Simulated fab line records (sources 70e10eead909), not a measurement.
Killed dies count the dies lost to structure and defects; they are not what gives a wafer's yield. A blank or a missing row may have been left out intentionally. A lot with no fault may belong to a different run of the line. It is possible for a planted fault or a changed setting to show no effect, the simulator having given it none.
fab line records	flow nandHarc	part 1 of 2: steps 1 to 29 of 41
record lots=5	wafers=15	lastDay=24
route steps=1159 shown P_ZERO_WELL@63 P_STI@69
lots that met no fault: from a run of the same line without faults
startH: hours from the record's opening day to when the first of the lot's shown wafers began	waitH: hours from the lot's prior step to this one	" unchanged from the row above	L1.1+2: a row that stands for several wafers	- value missing, or start not given	* or withheld: withheld	< > ~ a bound
route shown NAME@n: NAME is a module with steps in the file, n the number in the route of the first one	usual: the fault-free wafers' mean and standard deviation	same: alike in all rows	chamber/n: place in a boat	sites: readings site by site	_std_site: how widely they spread, as a standard deviation	_edge_site: the outer-site mean with the inner-site mean subtracted	radiusMm: for every site, how far away it sits from the centre of the wafer	mask NAME#n: copy n	behind: tool/chamber where the wafer was last shaped	hold: why the lot went on hold/how many hours it stayed there/how the hold came to an end	device: the n, p or np transistor that did not switch	end of line: the tests these same wafers got at the end of their route	a step without rows: its recipe alone	killed: the dies lost at the first sort to structure and to defects; this is not the yield of the wafer	map: a wafer's dies, x killed, . not, _ none there
set.NAME: the run value of the setting; set.NAME@STEP: its run value at that earlier step	model.NAME: the simulator's own value behind a step, which no gauge read
certain route steps with their lots: each step a table, each wafer a row
services: a tool's chamber out of use, with start hour (startH, from the record's first day; less than 0 if before it), hours out, and reason
## steps
# step NHARC_P_ZERO_WELL_IMPLANT_61
# recipe energyKev=30	doseCm2=5e+11	tiltDeg=7
lot.wafer	tool	chamber	startH	waitH
L077.1+2+4	implanter-01	0	36.16	0.2
L080.2+3+4	implanter-02	0	54.20	0.2
L081.3+4+5	implanter-01	0	60.37	0.2
L091.2+3+4	implanter-02	0	120.41	0.2
L094.2+4+6	implanter-01	0	138.61	0.1
# step NHARC_P_ZERO_WELL_STRIP_56
# recipe timeS=840	tempC=130	chemistry=SPM
# usual bathGuardTempC=130.0/0.51
lot.wafer	tool	chamber	startH	waitH	bathGuardTempC
L077.1	wetBench-02	4	36.37	0.2	129.8
L077.2	"	5	"	"	130.2
L077.4	"	0	"	"	129.5
L080.4	wetBench-09	3	54.38	0.1	130.5
L080.3	"	5	"	"	130.6
L080.2	"	6	"	"	129.1
L081.5	wetBench-09	3	60.52	0.1	130.3
L081.4	"	6	"	"	129.2
L081.3	"	7	"	"	130.7
L091.3	wetBench-02	4	120.63	0.2	129.9
L091.4	"	6	"	"	130.0
L091.2	"	1	"	"	129.7
L094.2	wetBench-09	0	138.81	0.2	129.1
L094.4	"	1	"	"	130.7
L094.6	"	2	"	"	130.6
# step NHARC_P_ZERO_WELL_PRECLEAN_68
# recipe timeS=60	tempC=50	bathAgeMin=0	chemistry=SC1
# usual bathGuardTempC=50.0/0.51
lot.wafer	tool	chamber	startH	waitH	bathGuardTempC
L077.1	wetBench-02	4	-	-	49.5
L077.2	"	5	"	"	50.1
L077.4	"	0	"	"	49.4
L080.4	wetBench-09	3	-	-	50.2
L080.3	"	5	"	"	50.3
L080.2	"	6	"	"	49.1
L081.5	wetBench-09	3	-	-	50.4
L081.4	"	6	"	"	49.2
L081.3	"	7	"	"	50.8
L091.3	wetBench-02	4	-	-	49.8
L091.4	"	6	"	"	50.0
L091.2	"	1	"	"	50.0
L094.2	wetBench-09	0	-	-	49.3
L094.4	"	1	"	"	50.6
L094.6	"	2	"	"	50.2
# step NHARC_P_ZERO_WELL_SRD_69
lot.wafer	tool	chamber	startH	waitH
L077.1+2+4	wetBench-02	4,5,0	-	-
L080.4+3+2	wetBench-09	3,5,6	-	-
L081.5+4+3	wetBench-09	3,6,7	-	-
L091.3+4+2	wetBench-02	4,6,1	-	-
L094.2+4+6	wetBench-09	0,1,2	-	-
# step NHARC_P_ZERO_WELL_RTA_42
# recipe tempC=1100	timeS=300
# usual lampPowerPct=40.5/1.8	wafer_temp_C_max=1106.0/2.9
lot.wafer	tool	chamber	startH	waitH	lampPowerPct	wafer_temp_C_max
L077.1	rtpAnneal-02	0	36.81	-	38.9	1104.1
L077.2	"	0	"	"	39.0	1103.1
L077.4	"	0	"	"	39.0	1103.1
L080.2	rtpAnneal-01	0	54.93	-	42.6	1111.3
L080.3	"	0	"	"	42.7	1109.3
L080.4	"	0	"	"	42.6	1106.9
L081.3	rtpAnneal-01	0	61.18	-	42.7	1108.5
L081.4	"	0	"	"	42.6	1112.6
L081.5	"	0	"	"	42.7	1110.7
L091.2	rtpAnneal-01	0	121.17	-	42.7	1106.3
L091.3	"	0	"	"	42.6	1108.5
L091.4	"	0	"	"	42.8	1109.4
L094.2	rtpAnneal-02	0	139.35	-	38.9	1103.0
L094.4	"	0	"	"	38.9	1103.2
L094.6	"	0	"	"	39.0	1102.5
# step NHARC_P_ZERO_WELL_INSPECT_43
# usual rawDefectCount=14/6.4
lot.wafer	tool	chamber	startH	waitH	rawDefectCount
L077.1	defectInspect-01	-	37.50	0.6	16
L077.2	"	-	"	"	14
L077.4	"	-	"	"	18
L080.2	defectInspect-02	-	55.50	0.5	7
L080.3	"	-	"	"	14
L080.4	"	-	"	"	19
L081.3	defectInspect-01	-	61.64	0.4	10
L081.4	"	-	"	"	8
L081.5	"	-	"	"	11
L091.2	defectInspect-01	-	121.74	0.5	16
L091.3	"	-	"	"	17
L091.4	"	-	"	"	18
L094.2	defectInspect-02	-	139.92	0.5	8
L094.4	"	-	"	"	15
L094.6	"	-	"	"	10
# step NHARC_P_STI_ETCH_26
# recipe targetDepthA=110	chemistry=dHF	material=SiO2
lot.wafer	tool	chamber	startH	waitH
L077.1+2+4	wetBench-07	6,1,2	37.55	0.1
L080.2+4+3	wetBench-07	5,6,7	55.55	0.0
L081.4+3+5	wetBench-03	1,4,6	61.69	0.0
L091.4+3+2	wetBench-03	4,5,6	121.81	0.1
L094.4+2+6	wetBench-06	2,3,4	139.99	0.1
# step NHARC_P_STI_PRECLEAN_27
# recipe timeS=*	tempC=50	bathAgeMin=0	chemistry=SC1
# usual bathGuardTempC=50.2/0.38
lot.wafer	tool	chamber	startH	waitH	bathGuardTempC
L077.1	wetBench-07	6	37.62	0.1	50.2
L077.2	"	1	"	"	50.5
L077.4	"	2	"	"	51.0
L080.2	wetBench-07	5	55.62	0.1	49.6
L080.4	"	6	"	"	50.0
L080.3	"	7	"	"	49.8
L081.4	wetBench-03	1	61.76	0.1	50.1
L081.3	"	4	"	"	50.3
L081.5	"	6	"	"	50.0
L091.4	wetBench-03	4	121.86	0.0	50.0
L091.3	"	5	"	"	49.9
L091.2	"	6	"	"	50.1
L094.4	wetBench-06	2	140.04	0.0	50.1
L094.2	"	3	"	"	50.5
L094.6	"	4	"	"	49.9
# step NHARC_P_STI_SRD_28
lot.wafer	tool	chamber	startH	waitH
L077.1+2+4	wetBench-07	6,1,2	-	-
L080.2+4+3	wetBench-07	5,6,7	-	-
L081.4+3+5	wetBench-03	1,4,6	-	-
L091.4+3+2	wetBench-03	4,5,6	-	-
L094.4+2+6	wetBench-06	2,3,4	-	-
# step NHARC_P_STI_OXIDE_29
# recipe targetThkA=100	tempC=900	oxTimeS=1362	material=SiO2
# usual spikeTcUpperC=900.1/1.3
lot.wafer	tool	chamber	startH	waitH	spikeTcUpperC
L077.1	furnace-02	0	43.18	-	902.9
L077.2	"	0	"	"	900.1
L077.4	"	0	"	"	902.1
L080.2	furnace-01	0	59.49	-	900.6
L080.3	"	0	"	"	899.4
L080.4	"	0	"	"	899.3
L081.3	furnace-01	0	66.14	-	900.1
L081.4	"	0	"	"	899.0
L081.5	"	0	"	"	899.7
L091.2	furnace-04	0	125.64	-	899.5
L091.3	"	0	"	"	900.6
L091.4	"	0	"	"	898.3
L094.2	furnace-02	0	143.90	-	901.4
L094.4	"	0	"	"	903.4
L094.6	"	0	"	"	902.0
# step NHARC_P_STI_HM_DEP_30
# recipe targetThkA=800	tempC=790	pressureMtorr=300	timeS=873	material=Si3N4
# usual spikeTcUpperC=790.2/1.4
lot.wafer	tool	chamber	startH	waitH	spikeTcUpperC
L077.1	lpcvd-02	0	50.43	3.6	791.4
L077.2	"	0	"	"	789.8
L077.4	"	0	"	"	790.4
L080.2	lpcvd-01	0	66.78	3.6	790.4
L080.3	"	0	"	"	786.8
L080.4	"	0	"	"	789.5
L081.3	lpcvd-01	1	73.40	3.6	791.0
L081.4	"	1	"	"	790.9
L081.5	"	1	"	"	789.4
L091.2	lpcvd-01	1	132.97	3.6	792.0
L091.3	"	1	"	"	790.1
L091.4	"	1	"	"	790.6
L094.2	lpcvd-02	0	151.16	3.6	792.9
L094.4	"	0	"	"	791.9
L094.6	"	0	"	"	791.9
# step NHARC_P_STI_DEHYDRATE_01
# recipe tempC=150	timeS=120
lot.wafer	tool	chamber	startH	waitH
L077.1+2+4	lithoTrack-03	0	54.09	0.4
L080.2+3+4	lithoTrack-02	0	70.48	0.4
L081.3+4+5	lithoTrack-02	0	77.05	0.4
L091.2+3+4	lithoTrack-05	0	136.62	0.4
L094.2+4+6	lithoTrack-03	0	154.86	0.4
# step NHARC_P_STI_HMDS_02
# recipe timeS=30
lot.wafer	tool	chamber	startH	waitH
L077.1+2+4	lithoTrack-03	0	-	-
L080.2+3+4	lithoTrack-02	0	-	-
L081.3+4+5	lithoTrack-02	0	-	-
L091.2+3+4	lithoTrack-05	0	-	-
L094.2+4+6	lithoTrack-03	0	-	-
# step NHARC_P_STI_COAT_41
# recipe tempC=200	timeS=65
lot.wafer	tool	chamber	startH	waitH
L077.1+2+4	lithoTrack-03	0	-	-
L080.2+3+4	lithoTrack-02	0	-	-
L081.3+4+5	lithoTrack-02	0	-	-
L091.2+3+4	lithoTrack-05	0	-	-
L094.2+4+6	lithoTrack-03	0	-	-
# step NHARC_P_STI_COAT_03
# recipe spinRpm=2000	resistThkNm=600
lot.wafer	tool	chamber	startH	waitH
L077.1+2+4	lithoTrack-03	0	-	-
L080.2+3+4	lithoTrack-02	0	-	-
L081.3+4+5	lithoTrack-02	0	-	-
L091.2+3+4	lithoTrack-05	0	-	-
L094.2+4+6	lithoTrack-03	0	-	-
# step NHARC_P_STI_SOFTBAKE_04
# recipe tempC=125	timeS=70
lot.wafer	tool	chamber	startH	waitH
L077.1+2+4	lithoTrack-03	0	-	-
L080.2+3+4	lithoTrack-02	0	-	-
L081.3+4+5	lithoTrack-02	0	-	-
L091.2+3+4	lithoTrack-05	0	-	-
L094.2+4+6	lithoTrack-03	0	-	-
# step NHARC_P_STI_EBR_05
lot.wafer	tool	chamber	startH	waitH
L077.1+2+4	lithoTrack-03	0	-	-
L080.2+3+4	lithoTrack-02	0	-	-
L081.3+4+5	lithoTrack-02	0	-	-
L091.2+3+4	lithoTrack-05	0	-	-
L094.2+4+6	lithoTrack-03	0	-	-
# step NHARC_P_STI_EXPOSE_06
# recipe na=0.55	targetCdNm=200	doseMj=37.69	maskId=P_STI
lot.wafer	tool	chamber	startH	waitH	mask
L077.1+2+4	krfScanner-03	0	54.38	-	P_STI#0
L080.2+3+4	krfScanner-04	0	70.78	-	P_STI#0
L081.3+4+5	krfScanner-02	0	77.35	-	P_STI#0
L091.2+3+4	krfScanner-03	0	136.80	-	P_STI#0
L094.2+4+6	krfScanner-04	0	155.16	-	P_STI#0
# step NHARC_P_STI_PEB_07
# recipe pebTempC=128	pebTimeS=80
# same pebTimeS=80
lot.wafer	tool	chamber	startH	waitH
L077.1+2+4	lithoTrack-03	0	54.45	0.1
L080.2+3+4	lithoTrack-02	0	70.84	0.1
L081.3+4+5	lithoTrack-03	0	77.41	0.1
L091.2+3+4	lithoTrack-03	0	136.87	0.1
L094.2+4+6	lithoTrack-03	0	155.22	0.1
# step NHARC_P_STI_DEVELOP_08
# recipe timeS=50	devTempC=22
lot.wafer	tool	chamber	startH	waitH
L077.1+2+4	lithoTrack-03	0	-	-
L080.2+3+4	lithoTrack-02	0	-	-
L081.3+4+5	lithoTrack-03	0	-	-
L091.2+3+4	lithoTrack-03	0	-	-
L094.2+4+6	lithoTrack-03	0	-	-
# step NHARC_P_STI_CD_MEAS_09
# recipe targetCdNm=200	landingEnergyEv=500
# usual cdNm=199.6/1.6
lot.wafer	tool	chamber	startH	waitH	cdNm
L077.1	cdSem-03	0	54.53	-	198.5
L077.2	"	0	"	"	200.7
L077.4	"	0	"	"	199.9
L080.2	cdSem-03	0	70.93	-	198.3
L080.3	"	0	"	"	198.0
L080.4	"	0	"	"	200.5
L081.3	cdSem-03	0	77.50	-	198.2
L081.4	"	0	"	"	197.6
L081.5	"	0	"	"	197.5
L091.2	cdSem-01	0	136.95	-	201.1
L091.3	"	0	"	"	199.8
L091.4	"	0	"	"	202.6
L094.2	cdSem-03	0	155.31	-	199.9
L094.4	"	0	"	"	200.6
L094.6	"	0	"	"	199.1
# step NHARC_P_STI_OVL_MEAS_10
# usual overlayXNm=0/3.6	overlayYNm=-2/6.3
lot.wafer	tool	chamber	startH	waitH	overlayXNm	overlayYNm
L077.1	overlay-02	-	54.62	-	2	1
L077.2	"	-	"	"	2	1
L077.4	"	-	"	"	2	1
L080.2	overlay-02	-	71.02	-	-2	4
L080.3	"	-	"	"	-3	4
L080.4	"	-	"	"	-2	4
L081.3	overlay-02	-	77.58	-	-1	-3
L081.4	"	-	"	"	-1	-3
L081.5	"	-	"	"	-1	-3
L091.2	overlay-02	-	137.04	-	0	0
L091.3	"	-	"	"	0	0
L091.4	"	-	"	"	0	1
L094.2	overlay-01	-	155.39	-	3	-1
L094.4	"	-	"	"	2	-2
L094.6	"	-	"	"	3	-2
# step NHARC_P_STI_INSPECT_11
# usual rawDefectCount=6/3.2
lot.wafer	tool	chamber	startH	waitH	rawDefectCount
L077.1	defectInspect-01	-	54.66	0.0	3
L077.2	"	-	"	"	3
L077.4	"	-	"	"	5
L080.2	defectInspect-02	-	71.06	0.0	7
L080.3	"	-	"	"	5
L080.4	"	-	"	"	11
L081.3	defectInspect-01	-	77.62	0.0	5
L081.4	"	-	"	"	6
L081.5	"	-	"	"	8
L091.2	defectInspect-02	-	137.08	0.0	3
L091.3	"	-	"	"	9
L091.4	"	-	"	"	4
L094.2	defectInspect-01	-	155.43	0.0	3
L094.4	"	-	"	"	4
L094.6	"	-	"	"	4
# step NHARC_P_STI_HARDBAKE_13
# recipe tempC=118	timeS=65
lot.wafer	tool	chamber	startH	waitH
L077.1+2+4	lithoTrack-02	0	54.72	0.1
L080.2+3+4	lithoTrack-03	0	71.12	0.1
L081.3+4+5	lithoTrack-05	0	77.68	0.1
L091.2+3+4	lithoTrack-03	0	137.13	0.1
L094.2+4+6	lithoTrack-05	0	155.49	0.1
# step NHARC_P_STI_DESCUM_14
# recipe timeS=3	o2FlowSccm=200	arFlowSccm=0	biasPowerW=0	chemistry=O2
# usual chamberPressureMTorr=60.00/0.051	drypumpMotorCurrentA=6.0/0.41	oesProductAu=0.998/0.008	rfVppV=58.0/0.87	showerheadPlenumPTorr=1.97/0.071	throttleValvePct=11.310/0.0088
lot.wafer	tool	chamber	startH	waitH	chamberPressureMTorr	drypumpMotorCurrentA	oesProductAu	rfHoursCounterH	rfVppV	showerheadPlenumPTorr	throttleValvePct
L077.1	rieDiel-05	1	54.79	-	60.13	6.2	0.999	3.9	57.4	1.93	11.322
L077.2	"	2	"	"	60.02	5.6	1.000	4.2	59.3	2.01	11.296
L077.4	"	3	"	"	59.95	5.4	1.005	3.8	58.0	1.95	11.300
L080.3	rieDiel-05	2	71.20	-	59.98	5.6	1.007	5.7	58.1	2.01	11.310
L080.4	"	3	"	"	60.07	5.4	1.012	5.0	58.7	1.95	11.296
L080.2	"	0	"	"	60.03	6.1	1.000	4.7	58.9	1.94	11.321
L081.4	rieDiel-08	2	77.75	-	60.00	6.2	1.000	3.4	57.9	2.07	11.303
L081.3	"	0	"	"	59.99	6.4	1.004	3.2	59.6	2.05	11.305
L081.5	"	2	"	"	59.91	6.2	0.986	-	58.9	2.07	11.304
L091.2	rieDiel-07	0	137.21	-	59.97	5.4	0.987	2.0	56.0	1.80	11.324
L091.3	"	2	"	"	59.94	5.8	0.992	1.9	57.9	2.06	11.303
L091.4	"	3	"	"	60.05	6.3	1.006	2.1	57.5	1.95	11.310
L094.4	rieDiel-05	3	155.56	-	60.01	5.4	0.994	10.8	58.4	1.95	11.319
L094.2	"	0	"	"	60.05	6.1	1.003	10.4	57.4	1.94	11.298
L094.6	"	3	"	"	60.09	5.4	0.993	-	57.4	1.95	11.304
# step NHARC_P_STI_ETCH_42
# recipe targetDepthA=800	overetchA=240	timeS=61	ionEnergyEv=200	n2FlowSccm=150	h2FlowSccm=150	arFlowSccm=0	rfW=400	biasW=150	chemistry=N2/H2
# usual chamberPressureMTorr=30.00/0.03	drypumpMotorCurrentA=6.1/0.4	n2FlowSccm=150.0/0.47	oesProductAu=1.000/0.0081	rfVppV=432.3/2.3	showerheadPlenumPTorr=2.10/0.079	throttleValvePct=14.171/0.0092
lot.wafer	tool	chamber	startH	waitH	chamberPressureMTorr	drypumpMotorCurrentA	n2FlowSccm	oesProductAu	rfHoursCounterH	rfVppV	showerheadPlenumPTorr	throttleValvePct
L077.2	rieDiel-05	3	54.88	0.1	29.99	5.4	150.3	1.001	3.8	431.4	2.08	14.176
L077.1	"	0	"	"	29.99	6.1	150.8	0.994	3.4	431.2	2.07	14.161
L077.4	"	2	"	"	30.02	5.6	149.9	0.999	4.3	434.2	2.15	14.167
L080.3	rieDiel-05	1	71.28	0.1	30.04	6.2	149.6	1.001	5.4	431.9	2.06	14.162
L080.4	"	2	"	"	30.01	5.6	150.0	1.001	5.7	433.3	2.15	14.170
L080.2	"	3	"	"	29.97	5.4	149.9	1.003	5.0	431.2	2.08	14.158
L081.3	rieDiel-08	1	77.84	0.1	29.99	6.5	150.6	1.002	3.4	433.8	2.14	14.168
L081.4	"	2	"	"	29.98	6.3	149.2	0.998	3.4	435.2	2.21	14.181
L081.5	"	0	"	"	30.00	6.4	150.3	0.998	-	436.8	2.19	14.183
L091.4	rieDiel-07	0	137.29	0.1	30.02	5.4	149.7	0.999	2.0	428.1	1.91	14.143
L091.3	"	1	"	"	30.02	6.6	150.0	1.003	1.5	430.4	2.08	14.155
L091.2	"	2	"	"	29.97	5.8	149.7	0.992	1.9	433.3	2.20	14.155
L094.2	rieDiel-05	1	155.66	0.1	30.02	6.2	150.6	1.009	12.0	430.6	2.06	14.180
L094.4	"	2	"	"	30.01	5.6	150.0	1.004	12.1	433.7	2.14	14.160
L094.6	"	3	"	"	30.01	5.4	150.3	1.009	-	430.6	2.08	14.180
# step NHARC_P_STI_ETCH_31
# recipe targetDepthA=1089	timeS=54.5	cf4FlowSccm=100	chf3FlowSccm=30	arFlowSccm=0	rfW=500	biasW=200	chemistry=CF4/CHF3
# usual chamberPressureMTorr=24.998/0.025	drypumpMotorCurrentA=6.0/0.4	oesProductAu=0.965/0.011	rfVppV=372.1/2.1	showerheadPlenumPTorr=1.61/0.057	throttleValvePct=16.802/0.0091
lot.wafer	tool	chamber	startH	waitH	chamberPressureMTorr	drypumpMotorCurrentA	oesProductAu	rfHoursCounterH	rfVppV	showerheadPlenumPTorr	throttleValvePct
L077.2	rieDiel-05	0	-	-	25.021	6.0	0.973	3.4	371.7	1.59	16.793
L077.1	"	2	"	"	24.989	5.6	0.958	4.3	374.9	1.65	16.797
L077.4	"	3	"	"	25.018	5.4	0.970	3.8	372.0	1.60	16.798
L080.4	rieDiel-05	1	-	-	25.009	6.2	0.950	5.4	372.1	1.59	16.798
L080.3	"	2	"	"	24.978	5.6	0.953	5.7	372.2	1.65	16.793
L080.2	"	3	"	"	25.026	5.4	0.967	5.1	371.7	1.60	16.818
L081.3	rieDiel-08	2	-	-	25.011	6.3	0.958	3.4	374.5	1.69	16.799
L081.4	"	0	"	"	24.948	6.4	0.982	3.2	374.9	1.68	16.789
L081.5	"	2	"	"	24.951	6.2	0.953	-	372.7	1.69	16.804
L091.2	rieDiel-07	0	-	-	25.003	5.4	0.974	2.0	370.6	1.48	16.809
L091.4	"	1	"	"	25.043	6.7	0.959	1.6	371.2	1.60	16.794
L091.3	"	2	"	"	25.039	5.8	0.971	2.0	373.6	1.69	16.798
L094.4	rieDiel-05	2	-	-	25.003	5.5	0.987	12.2	373.2	1.65	16.823
L094.2	"	1	"	"	24.974	6.2	0.978	12.0	371.3	1.59	16.787
L094.6	"	2	"	"	24.951	5.6	0.985	-	372.9	1.65	16.794
# step NHARC_P_STI_ETCH_15
# recipe targetDepthA=3000	taperDeg=4	timeS=100.1	hbrFlowSccm=150	cl2FlowSccm=50	rfW=400	icpW=400	biasW=100	chemistry=HBr/Cl2
# usual chamberPressureMTorr=15.000/0.013	drypumpMotorCurrentA=5.8/0.41	oesProductAu=0.998/0.0071	throttleValvePct=26.405/0.0097
lot.wafer	tool	chamber	startH	waitH	chamberPressureMTorr	drypumpMotorCurrentA	oesProductAu	rfHoursCounterH	throttleValvePct
L077.1	rieSi-04	3	55.08	-	14.990	6.0	1.008	0.8	26.394
L077.4	"	0	"	"	14.991	6.7	1.005	0.9	26.389
L077.2	"	1	"	"	14.993	5.7	0.997	0.9	26.413
L080.4	rieSi-05	2	71.47	-	14.981	5.3	0.999	0.0	26.402
L080.3	"	3	"	"	15.017	6.0	0.989	0.0	26.389
L080.2	"	0	"	"	14.995	5.0	0.996	0.0	26.394
L081.3	rieSi-01	2	78.03	-	14.992	6.3	0.999	0.8	26.405
L081.4	"	1	"	"	15.007	5.8	1.009	0.9	26.416
L081.5	"	3	"	"	14.989	6.0	0.996	-	26.403
L091.4	rieSi-01	3	137.52	-	14.975	6.0	1.006	0.1	26.398
L091.3	"	0	"	"	15.008	5.7	1.002	0.0	26.421
L091.2	"	1	"	"	14.996	5.8	0.994	0.0	26.408
L094.4	rieSi-04	3	155.85	-	14.986	6.0	1.006	0.3	26.406
L094.2	"	0	"	"	15.020	6.7	0.991	0.3	26.394
L094.6	"	2	"	"	14.997	5.6	0.987	-	26.413
# step NHARC_P_STI_CD_MEAS_16
# usual cdNm=199.0/1.7
lot.wafer	tool	chamber	startH	waitH	cdNm
L077.1	cdSem-01	-	55.23	-	197.0
L077.2	"	-	"	"	199.4
L077.4	"	-	"	"	199.6
L080.2	cdSem-03	-	71.63	-	197.6
L080.3	"	-	"	"	195.2
L080.4	"	-	"	"	200.2
L081.3	cdSem-02	-	78.19	-	198.0
L081.4	"	-	"	"	196.0
L081.5	"	-	"	"	195.9
L091.2	cdSem-01	-	137.67	-	200.2
L091.3	"	-	"	"	198.4
L091.4	"	-	"	"	200.9
L094.2	cdSem-02	-	156.00	-	199.4
L094.4	"	-	"	"	200.2
L094.6	"	-	"	"	198.6
